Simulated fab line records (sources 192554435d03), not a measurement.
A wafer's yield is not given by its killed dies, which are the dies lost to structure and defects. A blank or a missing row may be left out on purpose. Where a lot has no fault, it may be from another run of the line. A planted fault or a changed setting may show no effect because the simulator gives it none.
Which tool is to blame? + flow n5 finfet + 72 wafers from 24 lots sampled at 6 of the route's 1938 steps

WHAT EACH GAUGE READ, for each wafer
N5_BEOL_M12_CD_MEAS_28 targets a cd of 160.2 nm.
| lot  | measured     | on        | cd nm (nm)        |
|------|--------------|-----------|-------------------|
| L075 | day 10 17:03 | cd sem-03 | 160.2 158.9 158.9 |
| L074 | day 10 18:57 | cd sem-02 | 162.1 163.2 161.2 |
| L076 | day 10 22:41 | cd sem-01 | 162.7 160.4 160.4 |
| L077 | day 11 12:47 | cd sem-03 | 162.6 161.1 162.2 |
| L078 | day 11 16:36 | cd sem-01 | 158.8 160.6 159.9 |
| L079 | day 11 23:35 | cd sem-02 | 160.1 158.3 159.2 |
| L080 | day 12 01:53 | cd sem-02 | 163.7 163.9 162.6 |
| L082 | day 13 00:33 | cd sem-03 | 160.5 160.6 159.9 |
| L081 | day 13 02:12 | cd sem-02 | 162.1 160.9 161.7 |
| L083 | day 13 08:31 | cd sem-02 | 161.4 160.7 160.0 |
| L087 | day 13 17:07 | cd sem-03 | 161.9 160.7 161.9 |
| L084 | day 13 17:38 | cd sem-03 | 160.9 161.4 159.9 |
| L085 | day 13 17:49 | cd sem-03 | 161.1 160.6 160.9 |
| L086 | day 13 20:42 | cd sem-02 | 161.0 161.1 160.4 |
| L088 | day 14 15:25 | cd sem-03 | 161.5 159.9 159.9 |
| L089 | day 14 18:44 | cd sem-02 | 159.9 161.1 162.8 |
| L091 | day 15 07:43 | cd sem-03 | 161.9 159.5 160.8 |
| L090 | day 15 09:41 | cd sem-03 | 159.6 159.1 160.1 |
| L093 | day 15 12:47 | cd sem-01 | 159.9 158.6 159.4 |
| L092 | day 15 14:23 | cd sem-02 | 161.6 161.6 161.6 |
| L097 | day 16 06:37 | cd sem-01 | 163.0 160.7 160.0 |
| L095 | day 16 09:52 | cd sem-01 | 160.9 159.4 160.0 |
| L094 | day 16 10:28 | cd sem-01 | 161.2 161.2 163.2 |
| L096 | day 16 15:11 | cd sem-01 | 159.9 162.3 158.9 |

N5_BEOL_M12_INSPECT_30: inspects for defects (macro).
| lot  | measured     | on                | raw defect count |
|------|--------------|-------------------|------------------|
| L075 | day 10 17:06 | defect inspect-02 | 1 0 0            |
| L074 | day 10 19:00 | defect inspect-02 | 2 0 1            |
| L076 | day 10 22:44 | defect inspect-01 | 1 1 2            |
| L077 | day 11 12:51 | defect inspect-02 | 5 0 2            |
| L078 | day 11 16:40 | defect inspect-02 | 4 0 2            |
| L079 | day 11 23:39 | defect inspect-01 | 0 2 4            |
| L080 | day 12 01:58 | defect inspect-01 | 4 5 1            |
| L082 | day 13 00:37 | defect inspect-01 | 1 1 2            |
| L081 | day 13 02:16 | defect inspect-01 | 2 1 2            |
| L083 | day 13 08:34 | defect inspect-02 | 3 3 2            |
| L087 | day 13 17:10 | defect inspect-01 | 2 1 2            |
| L084 | day 13 17:42 | defect inspect-02 | 2 4 3            |
| L085 | day 13 17:52 | defect inspect-02 | 2 5 3            |
| L086 | day 13 20:45 | defect inspect-01 | 5 2 3            |
| L088 | day 14 15:28 | defect inspect-02 | 2 3 2            |
| L089 | day 14 18:48 | defect inspect-01 | 1 1 1            |
| L091 | day 15 07:46 | defect inspect-02 | 1 2 0            |
| L090 | day 15 09:44 | defect inspect-02 | 1 2 3            |
| L093 | day 15 12:50 | defect inspect-02 | 3 1 4            |
| L092 | day 15 14:26 | defect inspect-01 | 4 0 4            |
| L097 | day 16 06:40 | defect inspect-02 | 6 1 2            |
| L095 | day 16 09:55 | defect inspect-01 | 2 1 3            |
| L094 | day 16 10:31 | defect inspect-01 | 4 4 3            |
| L096 | day 16 15:15 | defect inspect-01 | 2 3 1            |

N5_BEOL_M12_INSPECT_55: inspects for defects (darkfield).
| lot  | measured     | on                | raw defect count |
|------|--------------|-------------------|------------------|
| L075 | day 10 22:07 | defect inspect-01 | 89 96 96         |
| L074 | day 11 00:09 | defect inspect-02 | 40 28 48         |
| L076 | day 11 01:21 | defect inspect-02 | 92 63 59         |
| L077 | day 11 16:55 | defect inspect-02 | 37 63 49         |
| L078 | day 11 21:11 | defect inspect-01 | 84 66 55         |
| L079 | day 12 05:09 | defect inspect-02 | 117 100 88       |
| L080 | day 12 05:04 | defect inspect-01 | 47 28 62         |
| L082 | day 13 04:46 | defect inspect-01 | 118 126 81       |
| L081 | day 13 05:58 | defect inspect-01 | 57 174 75        |
| L083 | day 13 12:39 | defect inspect-02 | 96 80 121        |
| L087 | day 13 21:40 | defect inspect-02 | 35 47 30         |
| L084 | day 13 22:25 | defect inspect-01 | 53 67 52         |
| L085 | day 13 22:38 | defect inspect-02 | 41 39 30         |
| L086 | day 14 00:49 | defect inspect-02 | 55 54 51         |
| L088 | day 14 19:28 | defect inspect-02 | 74 73 59         |
| L089 | day 14 23:41 | defect inspect-01 | 69 47 65         |
| L091 | day 15 11:30 | defect inspect-01 | 73 64 83         |
| L090 | day 15 12:26 | defect inspect-01 | 34 51 47         |
| L093 | day 15 22:48 | defect inspect-02 | 43 71 70         |
| L092 | day 15 17:41 | defect inspect-01 | 27 51 63         |
| L097 | day 16 10:48 | defect inspect-01 | 67 76 112        |
| L095 | day 16 13:57 | defect inspect-02 | 30 51 65         |
| L094 | day 16 15:50 | defect inspect-02 | 65 64 61         |
| L096 | day 17 03:01 | defect inspect-02 | 92 78 45         |

WHICH TOOL RAN EACH LOT (tool, then ch and the chambers of the sampled wafers, then the start)
| lot  | N5_BEOL_M11_CMP_52            | N5_BEOL_M12_STRIP_64                 | N5_BEOL_M12_SPUTTER_45       |
|------|-------------------------------|--------------------------------------|------------------------------|
| L075 | cmp-02 ch 1,2,3, day 10 15:06 | plasma asher-01 ch 0,1, day 10 16:28 | pvd sputter-01, day 10 21:06 |
| L074 | cmp-03 ch 0,2, day 10 17:07   | plasma asher-02 ch 1, day 10 18:28   | pvd sputter-03, day 10 23:06 |
| L076 | cmp-03 ch 0,1,2, day 10 20:18 | plasma asher-02 ch 0,1, day 10 21:41 | pvd sputter-01, day 11 00:17 |
| L077 | cmp-04 ch 1,2,3, day 11 10:35 | plasma asher-01 ch 0,1, day 11 12:11 | pvd sputter-01, day 11 15:02 |
| L078 | cmp-03 ch 1,2,3, day 11 14:37 | plasma asher-02 ch 0,1, day 11 16:01 | pvd sputter-02, day 11 20:07 |
| L079 | cmp-03 ch 0,1,2, day 11 21:25 | plasma asher-01 ch 0,1, day 11 23:07 | pvd sputter-02, day 12 03:28 |
| L080 | cmp-03 ch 0,1,2, day 11 23:49 | plasma asher-02 ch 0,1, day 12 01:17 | pvd sputter-01, day 12 03:28 |
| L082 | cmp-03 ch 0,2, day 12 22:34   | plasma asher-01 ch 0,1, day 13 00:05 | pvd sputter-03, day 13 03:46 |
| L081 | cmp-03 ch 0,1,2, day 13 00:19 | plasma asher-01 ch 0,1, day 13 01:44 | pvd sputter-03, day 13 04:56 |
| L083 | cmp-04 ch 2,3, day 13 06:18   | plasma asher-02 ch 0,1, day 13 07:56 | pvd sputter-03, day 13 11:38 |
| L087 | cmp-02 ch 0,2, day 13 15:11   | plasma asher-02 ch 0,1, day 13 16:32 | pvd sputter-03, day 13 20:26 |
| L084 | cmp-03 ch 2,3, day 13 15:20   | plasma asher-02 ch 0,1, day 13 17:03 | pvd sputter-02, day 13 21:04 |
| L085 | cmp-04 ch 2,3, day 13 15:38   | plasma asher-02 ch 0,1, day 13 17:10 | pvd sputter-03, day 13 21:19 |
| L086 | cmp-02 ch 1,2,3, day 13 18:26 | plasma asher-02 ch 0,1, day 13 20:06 | pvd sputter-02, day 13 23:31 |
| L088 | cmp-04 ch 0,1,3, day 14 13:21 | plasma asher-02 ch 0,1, day 14 14:56 | pvd sputter-03, day 14 18:27 |
| L089 | cmp-03 ch 0,1,3, day 14 16:43 | plasma asher-02 ch 0,1, day 14 18:08 | pvd sputter-02, day 14 22:24 |
| L091 | cmp-03 ch 0,1,3, day 15 05:38 | plasma asher-02 ch 0,1, day 15 07:07 | pvd sputter-01, day 15 10:29 |
| L090 | cmp-04 ch 0,1,2, day 15 07:56 | plasma asher-02 ch 0,1, day 15 09:14 | pvd sputter-01, day 15 11:24 |
| L093 | cmp-04 ch 1,2,3, day 15 10:50 | plasma asher-02 ch 0,1, day 15 12:13 | pvd sputter-01, day 15 21:07 |
| L092 | cmp-04 ch 1,2, day 15 12:19   | plasma asher-02 ch 0,1, day 15 13:56 | pvd sputter-02, day 15 16:13 |
| L097 | cmp-03 ch 1,2, day 16 04:32   | plasma asher-02 ch 0,1, day 16 06:01 | pvd sputter-01, day 16 09:48 |
| L095 | cmp-02 ch 1,2, day 16 08:02   | plasma asher-01 ch 0,1, day 16 09:23 | pvd sputter-02, day 16 12:51 |
| L094 | cmp-04 ch 2,3, day 16 08:34   | plasma asher-01 ch 0,1, day 16 09:59 | pvd sputter-02, day 16 14:43 |
| L096 | cmp-02 ch 0,2,3, day 16 13:10 | plasma asher-01 ch 0,1, day 16 14:42 | pvd sputter-01, day 17 01:59 |
- N5_BEOL_M11_CMP_52: polishes, stops on SiCOH lowk, t overpolish 7 s, target thk 140 nm.
- N5_BEOL_M12_STRIP_64: strips in N2/H2.
- N5_BEOL_M12_SPUTTER_45: material Cu, target thk 80 nm, time 13.33 s.

WHAT THE TOOLS THEMSELVES READ (means of the sampled wafers that have a number; where no wafer has one, the mark that the record gives instead)
N5_BEOL_M11_CMP_52.
| lot  | tool   | barrier field endpoint s (s) | motor current A (A) | overpolish run s (s) | time to endpoint s (s) |
|------|--------|------------------------------|---------------------|----------------------|------------------------|
| L075 | cmp-02 | 29.6                         | 5.2                 | 7.007                | 69                     |
| L074 | cmp-03 | 28.7                         | 6.4                 | 6.996                | 66                     |
| L076 | cmp-03 | 28.4                         | 6.7                 | 7.000                | 63                     |
| L077 | cmp-04 | 28.6                         | 6.6                 | 7.001                | 65                     |
| L078 | cmp-03 | 29.4                         | 6.6                 | 7.007                | 67                     |
| L079 | cmp-03 | 28.3                         | 6.3                 | 6.992                | 67                     |
| L080 | cmp-03 | 29.6                         | 6.5                 | 7.008                | 67                     |
| L082 | cmp-03 | 29.7                         | 6.6                 | 6.998                | 68                     |
| L081 | cmp-03 | 29.4                         | 6.4                 | 6.997                | 68                     |
| L083 | cmp-04 | 27.9                         | 7.1                 | 6.998                | 60                     |
| L087 | cmp-02 | 29.4                         | 5.9                 | 6.997                | 70                     |
| L084 | cmp-03 | 28.9                         | 6.3                 | 6.990                | 70                     |
| L085 | cmp-04 | 28.7                         | 6.8                 | 7.001                | 66                     |
| L086 | cmp-02 | 28.6                         | 5.2                 | 7.006                | 68                     |
| L088 | cmp-04 | 29.3                         | 6.7                 | 7.009                | 66                     |
| L089 | cmp-03 | 29.4                         | 6.2                 | 7.002                | 66                     |
| L091 | cmp-03 | 28.7                         | 6.2                 | 6.995                | 66                     |
| L090 | cmp-04 | 29.0                         | 6.6                 | 7.004                | 66                     |
| L093 | cmp-04 | 28.8                         | 6.9                 | 7.001                | 65                     |
| L092 | cmp-04 | 29.1                         | 6.3                 | 7.001                | 65                     |
| L097 | cmp-03 | 29.4                         | 6.6                 | 6.999                | 67                     |
| L095 | cmp-02 | 29.5                         | 5.4                 | 7.005                | 67                     |
| L094 | cmp-04 | 28.1                         | 6.7                 | 6.992                | 62                     |
| L096 | cmp-02 | 29.8                         | 5.5                 | 6.998                | 65                     |

N5_BEOL_M12_STRIP_64.
| lot  | tool            | drypump motor current A (A) | heater power w (W) | oes product au (a.u.) | strip time to endpoint s (s) |
|------|-----------------|-----------------------------|--------------------|-----------------------|------------------------------|
| L075 | plasma asher-01 | 5.6                         | 322                | 0.714                 | 31.31                        |
| L074 | plasma asher-02 | 6.4                         | 305                | 0.716                 | 31.31                        |
| L076 | plasma asher-02 | 5.4                         | 289                | 0.713                 | 31.19                        |
| L077 | plasma asher-01 | 5.9                         | 332                | 0.713                 | 31.33                        |
| L078 | plasma asher-02 | 5.9                         | 297                | 0.709                 | 31.35                        |
| L079 | plasma asher-01 | 5.6                         | 320                | 0.716                 | 31.25                        |
| L080 | plasma asher-02 | 5.4                         | 286                | 0.715                 | 31.35                        |
| L082 | plasma asher-01 | 5.6                         | 316                | 0.720                 | 31.31                        |
| L081 | plasma asher-01 | 5.9                         | 330                | 0.713                 | 31.30                        |
| L083 | plasma asher-02 | 5.4                         | 290                | 0.716                 | 31.36                        |
| L087 | plasma asher-02 | 5.9                         | 298                | 0.712                 | 31.30                        |
| L084 | plasma asher-02 | 5.4                         | 293                | 0.716                 | 31.29                        |
| L085 | plasma asher-02 | 5.4                         | 291                | 0.714                 | 31.29                        |
| L086 | plasma asher-02 | 5.9                         | 301                | 0.716                 | 31.35                        |
| L088 | plasma asher-02 | 5.4                         | 288                | 0.715                 | 31.29                        |
| L089 | plasma asher-02 | 5.4                         | 286                | 0.717                 | 31.21                        |
| L091 | plasma asher-02 | 5.4                         | 290                | 0.715                 | 31.21                        |
| L090 | plasma asher-02 | 5.4                         | 288                | 0.714                 | 31.37                        |
| L093 | plasma asher-02 | 5.9                         | 298                | 0.715                 | 31.28                        |
| L092 | plasma asher-02 | 5.4                         | 288                | 0.714                 | 31.18                        |
| L097 | plasma asher-02 | 5.9                         | 295                | 0.712                 | 31.29                        |
| L095 | plasma asher-01 | 5.6                         | 320                | 0.721                 | 31.30                        |
| L094 | plasma asher-01 | 5.9                         | 338                | 0.716                 | 31.31                        |
| L096 | plasma asher-01 | 5.9                         | 333                | 0.717                 | 31.32                        |

N5_BEOL_M12_SPUTTER_45.
| lot  | tool           | susceptor temp C (C) | throttle valve pct (%) |
|------|----------------|----------------------|------------------------|
| L075 | pvd sputter-01 | -19.92               | 30.4                   |
| L074 | pvd sputter-03 | -19.92               | 29.4                   |
| L076 | pvd sputter-01 | -19.98               | 29.4                   |
| L077 | pvd sputter-01 | -19.90               | 29.9                   |
| L078 | pvd sputter-02 | -20.03               | 31.6                   |
| L079 | pvd sputter-02 | -20.10               | 30.6                   |
| L080 | pvd sputter-01 | -19.99               | 29.3                   |
| L082 | pvd sputter-03 | -20.06               | 30.2                   |
| L081 | pvd sputter-03 | -19.95               | 29.8                   |
| L083 | pvd sputter-03 | -19.97               | 29.9                   |
| L087 | pvd sputter-03 | -20.01               | 29.5                   |
| L084 | pvd sputter-02 | -20.07               | 30.6                   |
| L085 | pvd sputter-03 | -20.03               | 29.6                   |
| L086 | pvd sputter-02 | -19.91               | 30.5                   |
| L088 | pvd sputter-03 | -19.98               | 30.2                   |
| L089 | pvd sputter-02 | -20.04               | 30.6                   |
| L091 | pvd sputter-01 | -19.95               | 29.9                   |
| L090 | pvd sputter-01 | -19.93               | 29.9                   |
| L093 | pvd sputter-01 | -19.96               | 29.8                   |
| L092 | pvd sputter-02 | -20.01               | 29.4                   |
| L097 | pvd sputter-01 | -19.96               | 29.4                   |
| L095 | pvd sputter-02 | -19.96               | 29.4                   |
| L094 | pvd sputter-02 | -19.87               | 30.8                   |
| L096 | pvd sputter-01 | -19.94               | 29.4                   |

THE ANSWER, worked out from the rows above alone
Rule: what is usual is taken from the lots themselves. The widest of any qualifying gaps counts: lots, ordered by their means at a reading, are off when they make up no more than a third of the lots, leave a main group of 4 or more, and stand apart from it by 3 or more times the standard deviation of that group's means. Not used: any main group whose means are identical at the precision the tables above print for the reading. Also off: a lot with no number at a reading for which 4 or more lots have one. All remaining lots with rows at the step are treated as sound. Order of review: gauges by route order, followed by the tools' own readings, for which a lot's mean as printed above is used. At the first step where some lot is off, the reading lying furthest off is the one used; lots without a number count as furthest.
No lot is off at any reading shown: from this, nothing can be told.

WHAT THE SIMULATOR HAD PUT IN
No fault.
